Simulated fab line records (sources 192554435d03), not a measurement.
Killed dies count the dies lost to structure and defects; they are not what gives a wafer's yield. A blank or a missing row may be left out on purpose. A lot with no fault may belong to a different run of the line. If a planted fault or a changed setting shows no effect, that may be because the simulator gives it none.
Matching of chambers | flow n5 finfet | rie diel-01 running N5_BEOL_M15_ETCH_57: 4 sister chambers
The step etches SOC in N2/H2, time 750 s. 4 wafers are shown with their chamber, then 8 later ones without.

WAFERS PAIRED WITH THEIR CHAMBERS
wafer  | chamber | showerhead plenum p Torr (Torr)
L082.5 | 0       | 2.54
L086.3 | 2       | 2.49
L086.4 | 1       | 2.51
L088.2 | 3       | 2.42

WAFERS WITH NO CHAMBER GIVEN
wafer  | showerhead plenum p Torr (Torr)
L088.4 | 2.49
L088.5 | 2.51
L092.1 | 2.51
L092.2 | 2.42
L092.3 | 2.53
L093.2 | 2.51
L093.3 | 2.41
L093.4 | 2.49

CHAMBER TAKEN BY EACH
wafer  | from the rows above     | in truth
L088.4 | 2                       | 2
L088.5 | 1                       | 1
L092.1 | 1                       | 1
L092.2 | 3                       | 3
L092.3 | can't be placed: 0 or 1 | 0
L093.2 | 1                       | 1
L093.3 | 3                       | 3
L093.4 | 2                       | 2
7 of 8 placed correctly. Not placeable from these rows: 1 (in 1, the candidates include the true chamber). Wrongly placed: 0.
How it was worked out, from the rows above alone: a wafer's distance from a chamber is the root of the sum, over the readings, of the square of ((its reading less the chamber's mean) divided by the reading's scatter). If the next closest chamber is less than 2 further off than the closest, the wafer can't be placed; otherwise it belongs to the closest. For every chamber, the mean is computed from those of its wafers that are shown. The scatter (one wafer shown for each chamber): square how far every hidden wafer sits from the nearest shown wafer, average those squares and take the square root.
